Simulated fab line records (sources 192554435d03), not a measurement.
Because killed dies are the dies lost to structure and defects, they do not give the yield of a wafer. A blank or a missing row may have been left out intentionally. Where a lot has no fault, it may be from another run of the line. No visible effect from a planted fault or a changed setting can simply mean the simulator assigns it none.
Split-lot trial -- flow n5-finfet -- 7 lots, 39 wafers read, on a route of 1938 steps

## THE SPLIT
At N5_MOL_CONTACT_COAG_ETCH_106 (etches SOC in N2/H2, target depth 80 nm, overetch 16 nm, time 120 s), the setting source-w was moved away from the recipe's 840 W on 12 of the 39 wafers read, by -12.8% to +13.2%. For the rest of the wafers, this setting stayed at what the recipe calls for.

The split's own step is where the reading is taken.

## THE READING
rf-vpp-V, in V, at N5_MOL_CONTACT_COAG_ETCH_106 (etches SOC in N2/H2, target depth 80 nm, overetch 16 nm, time 120 s). Typical for fault-free wafers on this fab line: 524.4 V, with standard deviation 2.5 V.

wafer,"tool, chamber at the split","source-w as run, W",against the recipe,"rf-vpp-V, V",against lot-mates on the recipe
L074.1,"rie-diel-06, 0",732.5,-12.8%,545.3,+22.6
L074.2,"rie-diel-06, 1",732.5,-12.8%,548.2,+25.5
L074.3,"rie-diel-06, 2",840,recipe,522.6,-
L074.4,"rie-diel-06, 3",732.5,-12.8%,550.2,+27.5
L074.5,"rie-diel-06, 1",840,recipe,524.5,-
L074.6,"rie-diel-06, 0",840,recipe,521.0,-
L079.1,"rie-diel-06, 1",840,recipe,522.8,-
L079.2,"rie-diel-06, 3",840,recipe,526.4,-
L079.3,"rie-diel-06, 0",840,recipe,521.7,-
L079.4,"rie-diel-06, 2",840,recipe,521.4,-
L079.5,"rie-diel-06, 1",840,recipe,524.1,-
L079.6,"rie-diel-06, 0",840,recipe,521.4,-
L083.1,"rie-diel-06, 2",840,recipe,523.2,-
L083.2,"rie-diel-06, 3",840,recipe,526.1,-
L083.3,"rie-diel-06, 0",840,recipe,521.4,-
L083.4,"rie-diel-06, 0",840,recipe,521.8,-
L083.5,"rie-diel-06, 3",840,recipe,526.9,-
L083.6,"rie-diel-06, 2",840,recipe,521.7,-
L087.1,"rie-diel-05, 3",840,recipe,522.1,-
L087.2,"rie-diel-05, 2",840,recipe,528.6,-
L087.6,"rie-diel-05, 3",840,recipe,523.0,-
L088.1,"rie-diel-06, 0",840,recipe,521.4,-
L088.2,"rie-diel-06, 2",840,recipe,522.0,-
L088.3,"rie-diel-06, 3",757.5,-9.8%,545.4,+23.2
L088.4,"rie-diel-06, 1",757.5,-9.8%,541.2,+19.0
L088.5,"rie-diel-06, 0",757.5,-9.8%,539.5,+17.3
L088.6,"rie-diel-06, 1",840,recipe,523.2,-
L091.1,"rie-diel-01, 2",745,-11.3%,545.6,+20.7
L091.2,"rie-diel-01, 1",840,recipe,520.5,-
L091.3,"rie-diel-01, 0",840,recipe,527.1,-
L091.4,"rie-diel-01, 3",840,recipe,527.0,-
L091.5,"rie-diel-01, 2",745,-11.3%,547.1,+22.2
L091.6,"rie-diel-01, 3",745,-11.3%,547.3,+22.4
L094.1,"rie-diel-06, 0",840,recipe,520.1,-
L094.2,"rie-diel-06, 1",840,recipe,521.9,-
L094.3,"rie-diel-06, 2",950.9,+13.2%,500.7,-21.7
L094.4,"rie-diel-06, 3",840,recipe,525.2,-
L094.5,"rie-diel-06, 1",950.9,+13.2%,502.5,-19.9
L094.6,"rie-diel-06, 0",950.9,+13.2%,500.1,-22.3

FIT RESULTS
A straight line over all 39 wafers: rf-vpp-V changes by -1.86 V for each +1% of source-w; r = -0.98; the points scatter about the line by 2.4 V.
The same after taking each lot's own level away (the mean of its wafers on the recipe; 39 wafers): -1.84 V for each +1%; r = -0.98; scatter 2.3 V.
According to that fit, moving source-w by its largest amount changes the reading by 24 V.
Across the lots, their own levels run from 522.20 to 524.87 V, a range of 1.1 times the standard deviation given above.
The two slopes agree, so the slope changes little with the lot-to-lot level.
Check: -24.1 V against its lot-mates is what the line predicts for one of the wafers moved furthest among these (+13.2%) when that wafer is left out of the fit. It came out at -21.7 V against them.
Tool readings at the split's step, against how far the setting was moved: rf-vpp-V r = -0.98.

## ADDITIONAL SPLITS CARRIED BY THESE WAFERS
Before the reading, these wafers also passed through other splits. Each is held against what the fit with the lots' levels taken away leaves over:
other split on the same wafers,wafers away from the commonest value,r with rf-vpp-V (lot level and that fit taken away)
N5_HKMG_FIN_EXPOSE_46 dose-mj,15,+0.00

## THE FILE'S OWN FIT
rf-vpp-V changes by -1.86 V for each +1% of source-w, r = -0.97.
